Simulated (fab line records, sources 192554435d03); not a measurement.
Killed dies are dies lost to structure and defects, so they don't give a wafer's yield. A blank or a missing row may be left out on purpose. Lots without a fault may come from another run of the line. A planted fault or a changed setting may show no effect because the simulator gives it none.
A struck lot beside a sound one | flow n5_finfet | 37 steps out of a route of 1938
Sound: wafers L757.1, L757.4, L757.6. Struck: wafers L767.2, L767.3. (L767.6 of the same lot was not struck and is left out.) The cause comes at the end.
At each step with rows: each side's tool, then ch and its chambers, then its first start. Under that, the readings that differ: sound wafers | struck wafers | difference of the means | sigmas: that difference in standard deviations of wafers without a fault.
alike: readings whose means differ by less than 2 such deviations, and words and numbers that are the same on both sides. not compared: withheld readings, readings that some wafer has no value for, bounds like >300 that may hide the same value, and numbers for which the record gives no deviation and whose values overlap.
The two part at a step that has a row with sigmas, a row that says differs or no value, or rows on one side only. Numbers that don't overlap but have no deviation are shown without sigmas and don't part them. A reading that every wafer of one side lacks parts them only if that side has two wafers or more.

first, 9 steps without rows for these wafers: N5_BEOL_M11_ALD_74 (deposits TaN, target thk 2 nm, pulse time 2 s, purge time 3 s); N5_BEOL_M11_SURFACE_TREAT_76; N5_BEOL_M11_CVD_75 (deposits Co from CCTBA/H2, target thk 2 nm, time 138.9 s); N5_BEOL_M11_SPUTTER_48 (material Cu, target thk 12 nm, time 2 s); N5_BEOL_M11_ECD_50 (material Cu, target thk 318 nm); N5_BEOL_M11_ANNEAL_51 (time 90 s); N5_BEOL_M11_CMP_52 (polishes, stops on SiCOH lowk, t overpolish 7 s, target thk 140 nm); N5_BEOL_M11_PRE_CLEAN_55 (time 15 s); N5_BEOL_M11_DEP_56 (deposits SiCN from 3MS/NH3, target thk 30 nm, time 10.5 s).
N5_BEOL_M12_ILD_DEP_00: deposits SiOC from DEMS/O2, target thk 658.92 nm, time 130.7 s.
  sound on pecvd-01 ch 0,1, day 12 19:37; struck on pecvd-01 ch 1,2, day 14 22:10
  reading                                       | sound             | struck      | difference | sigmas
  run_length_s (s)                              | 175.0 175.0 175.3 | 136.3 135.2 | -39.3      | -79
  model.SiOC_of_BEOL_M12_ILD_DEP_00.thk_nm (nm) | 659.6 664.4 671.6 | 463.2 464.8 | -201.2     |
  alike: heater_power_w, showerhead_plenum_p_Torr, throttle_valve_pct
N5_BEOL_M12_THK_MEAS_01:
  sound on film_metro-01, day 12 19:45; struck on film_metro-01, day 14 22:17
  reading          | sound       | struck  | difference | sigmas
  M12_ILD_THK (nm) | 660 664 671 | 463 465 | -201       | -28
then, 10 steps without rows for these wafers: N5_BEOL_M12_COAT_58 (time 60 s, resist thk 89 nm); N5_BEOL_M12_COAT_04 (resist thk 400 nm); N5_BEOL_M12_EBR_06; N5_BEOL_M12_SOFTBAKE_05 (time 60 s); N5_BEOL_M12_EXPOSE_07 (exposes mask V11); N5_BEOL_M12_PEB_08 (peb time 90 s); N5_BEOL_M12_DEVELOP_09 (develop time 45 s); N5_BEOL_M12_HARDBAKE_14 (time 120 s); N5_BEOL_M12_DESCUM_15 (chemistry O2, time 7.9 s); N5_BEOL_M12_ETCH_59 (etches BARC in N2/H2, target depth 89 nm, overetch 26.7 nm, time 67.9 s).
N5_BEOL_M12_VIA_ETCH_16: etches SiOC in C4F8/O2/Ar, target depth 724.8 nm.
  sound on rie_diel-01 ch 0,2,3, day 12 20:27; struck on rie_diel-03 ch 0,1, day 14 23:04
  reading                                    | sound             | struck      | difference | sigmas
  model.etch.depth_nm (nm)                   | 659.6 664.5 671.5 | 463.3 464.8 | -201.2     |
  model.coat_of_BEOL_M12_COAT_04.thk_nm (nm) | 121.8 120.4 118.4 | 181.6 178.4 | +59.8      |
  alike: drypump_motor_current_A, oes_product_au, rf_vpp_V, showerhead_plenum_p_Torr, throttle_valve_pct
N5_BEOL_M12_STRIP_63: strips in N2/H2.
  sound on plasma_asher-01 ch 0,1, day 12 20:39; struck on plasma_asher-01 ch 0, day 14 23:31
  reading                      | sound             | struck      | difference | sigmas
  h2_flow_sccm (sccm)          | 3244 3238 3239    | 3264 3271   | +27        | +3
  oes_product_au (a.u.)        | 0.686 0.689 0.692 | 0.726 0.730 | +0.039     | +8
  strip_time_to_endpoint_s (s) | 42.1 41.8 41.3    | 57.9 57.1   | +15.8      | +21
  alike: drypump_motor_current_A, heater_power_w
  not compared: rf_hours_counter_h
then, 12 steps without rows for these wafers: N5_BEOL_M12_STRIP_64 (strips in N2/H2); N5_BEOL_M12_STRIP_71 (strips in post etch residue remover, time 60 s); N5_BEOL_M12_SRD_72 (time 30 s, dry time 30 s); N5_BEOL_M12_COAT_65 (time 60 s, resist thk 300 nm); N5_BEOL_M12_COAT_66 (time 60 s, resist thk 110 nm); N5_BEOL_M12_COAT_22 (resist thk 300 nm); N5_BEOL_M12_EBR_24; N5_BEOL_M12_SOFTBAKE_23 (time 60 s); N5_BEOL_M12_EXPOSE_25 (exposes mask M12); N5_BEOL_M12_PEB_26 (peb time 90 s); N5_BEOL_M12_DEVELOP_27 (develop time 45 s); N5_BEOL_M12_HARDBAKE_32 (time 120 s).
N5_BEOL_M12_CMP_49: polishes, stops on SiOC, t overpolish 20.6 s, target thk 320 nm.
  sound on cmp-03 ch 0,1,2, day 13 03:59; struck on cmp-03 ch 0,3, day 15 02:57
  reading                                       | sound         | struck      | difference | sigmas
  model.SiOC_of_BEOL_M12_ILD_DEP_00.thk_nm (nm) | 600.2 605 612 | 403.4 404.8 | -201.6     |
  alike: motor_current_A
then, 1 step without rows for these wafers: N5_PASSIVATION_PROBE_49.

WHERE THEY PART
First at N5_BEOL_M12_ILD_DEP_00; last, within this record, at N5_BEOL_M12_STRIP_63. Later steps at which nothing parts them and some readings are alike: N5_BEOL_M12_CMP_49.

WHY: what the simulator had put in
Process parameter drift: pecvd-01, from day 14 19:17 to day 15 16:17, at N5_BEOL_M12_ILD_DEP_00. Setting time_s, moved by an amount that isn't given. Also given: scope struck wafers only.
